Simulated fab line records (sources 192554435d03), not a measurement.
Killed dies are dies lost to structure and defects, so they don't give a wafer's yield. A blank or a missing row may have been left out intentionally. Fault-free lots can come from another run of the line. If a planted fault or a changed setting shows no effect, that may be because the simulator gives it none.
Split-lot study :: flow n5-finfet :: 21 wafers read across 7 lots, on a route 1938 steps long

== THE SPLIT ==
At N5_PASSIVATION_EXPOSE_07 (exposes mask TV, defocus 0 nm, target cd 3000 nm), the setting dose-mj was moved away from the recipe's 22.75 on 5 of the 21 wafers read, by -6.8% to +5.5%. This setting was run at the recipe's value on the other wafers.

== FROM THE SPLIT TO THE READING: what the file shows between them, 3 steps ==
- N5_PASSIVATION_PEB_08
- N5_PASSIVATION_DEVELOP_09: develop time 60 s
- N5_PASSIVATION_HARDBAKE_11: time 120 s

== THE READING ==
At N5_PASSIVATION_CD_MEAS_10: cd-nm in nanometres, against a target cd of 3000 nm. A value of 2999.9 nm with a standard deviation of 1.7 nm is what fault-free wafers of this fab line usually give.

wafer: L075.1
tool, chamber at the split: krf-scanner-01, 0
dose-mj as run: 22.75
against the recipe: recipe
cd-nm, nm: 2999.7
against lot-mates on the recipe: -

wafer: L075.4
tool, chamber at the split: krf-scanner-01, 0
dose-mj as run: 21.21
against the recipe: -6.8%
cd-nm, nm: 2985.2
against lot-mates on the recipe: -16.4

wafer: L075.5
tool, chamber at the split: krf-scanner-01, 0
dose-mj as run: 22.75
against the recipe: recipe
cd-nm, nm: 3003.6
against lot-mates on the recipe: -

wafer: L076.1
tool, chamber at the split: krf-scanner-01, 0
dose-mj as run: 22.75
against the recipe: recipe
cd-nm, nm: 3003.0
against lot-mates on the recipe: -

wafer: L076.4
tool, chamber at the split: krf-scanner-01, 0
dose-mj as run: 24
against the recipe: +5.5%
cd-nm, nm: 3012.8
against lot-mates on the recipe: +11.2

wafer: L076.5
tool, chamber at the split: krf-scanner-01, 0
dose-mj as run: 22.75
against the recipe: recipe
cd-nm, nm: 3000.2
against lot-mates on the recipe: -

wafer: L084.1
tool, chamber at the split: krf-scanner-01, 0
dose-mj as run: 22.75
against the recipe: recipe
cd-nm, nm: 2998.8
against lot-mates on the recipe: -

wafer: L084.4
tool, chamber at the split: krf-scanner-01, 0
dose-mj as run: 22.75
against the recipe: recipe
cd-nm, nm: 2999.5
against lot-mates on the recipe: -

wafer: L084.5
tool, chamber at the split: krf-scanner-01, 0
dose-mj as run: 22.75
against the recipe: recipe
cd-nm, nm: 2999.5
against lot-mates on the recipe: -

wafer: L091.3
tool, chamber at the split: krf-scanner-02, 0
dose-mj as run: 22.75
against the recipe: recipe
cd-nm, nm: 3000.3
against lot-mates on the recipe: -

wafer: L091.4
tool, chamber at the split: krf-scanner-02, 0
dose-mj as run: 22.75
against the recipe: recipe
cd-nm, nm: 2999.0
against lot-mates on the recipe: -

wafer: L091.5
tool, chamber at the split: krf-scanner-02, 0
dose-mj as run: 22.75
against the recipe: recipe
cd-nm, nm: 3000.8
against lot-mates on the recipe: -

wafer: L094.1
tool, chamber at the split: krf-scanner-02, 0
dose-mj as run: 22.75
against the recipe: recipe
cd-nm, nm: 3002.0
against lot-mates on the recipe: -

wafer: L094.4
tool, chamber at the split: krf-scanner-02, 0
dose-mj as run: 23.45
against the recipe: +3.1%
cd-nm, nm: 3009.0
against lot-mates on the recipe: +7.0

wafer: L094.6
tool, chamber at the split: krf-scanner-02, 0
dose-mj as run: 23.45
against the recipe: +3.1%
cd-nm, nm: 3008.1
against lot-mates on the recipe: +6.1

wafer: L097.1
tool, chamber at the split: krf-scanner-02, 0
dose-mj as run: 22.75
against the recipe: recipe
cd-nm, nm: 2997.8
against lot-mates on the recipe: -

wafer: L097.2
tool, chamber at the split: krf-scanner-02, 0
dose-mj as run: 22.75
against the recipe: recipe
cd-nm, nm: 2999.1
against lot-mates on the recipe: -

wafer: L097.3
tool, chamber at the split: krf-scanner-02, 0
dose-mj as run: 21.52
against the recipe: -5.4%
cd-nm, nm: 2988.9
against lot-mates on the recipe: -9.5

wafer: L095.1
tool, chamber at the split: krf-scanner-01, 0
dose-mj as run: 22.75
against the recipe: recipe
cd-nm, nm: 3001.6
against lot-mates on the recipe: -

wafer: L095.2
tool, chamber at the split: krf-scanner-01, 0
dose-mj as run: 22.75
against the recipe: recipe
cd-nm, nm: 3000.6
against lot-mates on the recipe: -

wafer: L095.5
tool, chamber at the split: krf-scanner-01, 0
dose-mj as run: 22.75
against the recipe: recipe
cd-nm, nm: 3002.3
against lot-mates on the recipe: -

FIT RESULTS
A straight line over all 21 wafers: cd-nm changes by +2.28 nm for each +1% of dose-mj; r = +0.97; the points scatter about the line by 1.5 nm.
The same after taking each lot's own level away (the mean of its wafers on the recipe; 21 wafers): +2.13 nm for each +1%; r = +0.98; scatter 1.1 nm.
That fit puts the effect of the largest move of dose-mj on the reading at 14 nm.
From 2998.45 to 3002.00 nm: that is the span of the lots' own levels, equal to 2.1 times the standard deviation above.
The two slopes agree, so the slope changes little with the lot-to-lot level.
Check: for one of the wafers moved furthest among these (-6.8%), held out of the fit, the line's prediction against its lot-mates is -13.1 nm. It came out at -16.4 nm against them.

== THE FILE'S OWN FIT ==
cd-nm changes by +2.14 nm for each +1% of dose-mj, r = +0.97.
